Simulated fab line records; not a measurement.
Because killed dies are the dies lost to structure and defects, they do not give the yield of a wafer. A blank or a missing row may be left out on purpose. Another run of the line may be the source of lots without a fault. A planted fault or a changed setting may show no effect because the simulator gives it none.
Matching of chambers | flow n5_finfet | pecvd-04 running N5_FIN_SAQP_PECVD_47: 3 sister chambers
The step deposits a-Si from SiH4/He, target thk 45 nm, time 36.3 s. 6 wafers are shown with their chamber, then 10 later ones without.

== WAFERS PAIRED WITH THEIR CHAMBERS ==
wafer  | chamber | throttle_valve_pct (%) | showerhead_plenum_p_Torr (Torr)
L083.4 | 0       | 17.9                   | 5.64
L085.1 | 2       | 16.9                   | 5.68
L085.2 | 0       | 17.8                   | 5.63
L085.3 | 1       | 20.3                   | 5.69
L085.4 | 1       | 20.4                   | 5.71
L085.5 | 2       | 16.6                   | 5.67

== WAFERS MISSING THEIR CHAMBER ==
wafer  | throttle_valve_pct (%) | showerhead_plenum_p_Torr (Torr)
L085.6 | 17.7                   | 5.65
L087.1 | 17.7                   | 5.63
L087.2 | 16.7                   | 5.67
L087.3 | 20.3                   | 5.68
L087.4 | 16.4                   | 5.67
L087.5 | 17.6                   | 5.64
L087.6 | 20.5                   | 5.70
L094.2 | 17.7                   | 5.64
L094.3 | 17.6                   | 5.65
L094.4 | 20.6                   | 5.71

== CHAMBER TAKEN BY EACH ==
wafer  | from the rows above | in truth
L085.6 | 0                   | 0
L087.1 | 0                   | 0
L087.2 | 2                   | 2
L087.3 | 1                   | 1
L087.4 | 2                   | 2
L087.5 | 0                   | 0
L087.6 | 1                   | 1
L094.2 | 0                   | 0
L094.3 | 0                   | 0
L094.4 | 1                   | 1
10 of 10 placed correctly. From these rows, 0 cannot be placed. Number placed wrongly: 0.
How it was worked out, from the rows above alone: a wafer's distance from a chamber is the root of the sum, over the readings, of the square of ((its reading less the chamber's mean) divided by the reading's scatter). If the next closest chamber is less than 2 further off than the closest, the wafer can't be placed; otherwise it belongs to the closest. A chamber's mean is the mean of its shown wafers. How the scatter is found: for the shown wafers, subtract from each reading the mean of its chamber, square and add these, divide the total by (wafers less chambers), then take the root.
